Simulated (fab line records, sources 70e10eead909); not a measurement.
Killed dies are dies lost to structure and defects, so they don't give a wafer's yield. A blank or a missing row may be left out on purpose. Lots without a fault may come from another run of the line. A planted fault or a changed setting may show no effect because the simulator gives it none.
A struck lot beside a sound one | flow nand_harc | 17 steps out of a route of 1302
Sound: wafers L933.2, L933.4, L933.6. Struck: wafers L948.1, L948.3, L948.4. The cause comes at the end.
At each step with rows: each side's tool, then ch and its chambers, then its first start. Under that, the readings that differ: sound wafers | struck wafers | difference of the means | sigmas: that difference in standard deviations of wafers without a fault.
alike: readings whose means differ by less than 2 such deviations, and words and numbers that are the same on both sides. not compared: withheld readings, readings that some wafer has no value for, bounds like >300 that may hide the same value, and numbers for which the record gives no deviation and whose values overlap.
The two part at a step that has a row with sigmas, a row that says differs or no value, or rows on one side only. Numbers that don't overlap but have no deviation are shown without sigmas and don't part them. A reading that every wafer of one side lacks parts them only if that side has two wafers or more.

NHARC_P_GATE_ALD_36: deposits SiNx, target thk 20 nm, pulse time 60 s, ald cycles 223.
  sound on ald_sin-02 ch 0,2,3, day 6 04:28; struck on ald_sin-02 ch 0,1,2, day 12 03:56
  alike: heater_power_w, precursor_pulse_height_rel
NHARC_P_GATE_ETCHBACK_37: etches the open film in CHF3/O2, target depth 34.5 nm, time 17.2 s.
  sound on rie_diel-01 ch 1,2; struck on rie_diel-08 ch 0,1,3
  alike: drypump_motor_current_A, oes_product_au, rf_vpp_V, showerhead_plenum_p_Torr, throttle_valve_pct
  not compared: rf_hours_counter_h
NHARC_P_GATE_STRIP_101: strips in O2, time 20 s.
  sound on rie_diel-01 ch 1,2, day 6 12:58; struck on rie_diel-08 ch 0,1,3, day 12 12:29
  alike: drypump_motor_current_A, oes_product_au, rf_vpp_V, showerhead_plenum_p_Torr, throttle_valve_pct
  not compared: rf_hours_counter_h
then, 9 steps without rows for these wafers: NHARC_P_GATE_PRECLEAN_97 (cleans in SPM, time 600 s); NHARC_P_GATE_SRD_98; NHARC_P_GATE_PRECLEAN_99 (cleans in SC1); NHARC_P_GATE_SRD_100; NHARC_P_GATE_DEHYDRATE_38 (time 120 s); NHARC_P_GATE_HMDS_39 (time 30 s); NHARC_P_GATE_COAT_40; NHARC_P_GATE_SOFTBAKE_41 (time 95 s); NHARC_P_GATE_EBR_42.
NHARC_P_GATE_EXPOSE_43: exposes mask P NSD, target cd 720 nm.
  sound on krf_scanner-01 ch 0, day 6 13:44; struck on krf_scanner-02 ch 0, day 12 13:15
  reading | sound                   | struck                     | difference | sigmas
  mask    | P_NSD#0 P_NSD#0 P_NSD#0 | P_HVPW#0 P_HVPW#0 P_HVPW#0 | differs    |
then, 2 steps without rows for these wafers: NHARC_P_GATE_PEB_44 (peb time 85 s); NHARC_P_GATE_DEVELOP_45 (time 70 s).
NHARC_P_GATE_CD_MEAS_46: target cd 720 nm.
  sound on cd_sem-02 ch 0, day 6 13:53; struck on cd_sem-01 ch 0, day 12 13:25
  reading    | sound             | struck | difference                    | sigmas
  cd_nm (nm) | 720.1 719.8 719.7 | - - -  | no value on the struck wafers |
then, 1 step without rows for these wafers: NHARC_P_GATE_HARDBAKE_47 (time 80 s).

WHERE THEY PART
First at NHARC_P_GATE_EXPOSE_43; last, within this record, at NHARC_P_GATE_CD_MEAS_46.

WHY: what the simulator had put in
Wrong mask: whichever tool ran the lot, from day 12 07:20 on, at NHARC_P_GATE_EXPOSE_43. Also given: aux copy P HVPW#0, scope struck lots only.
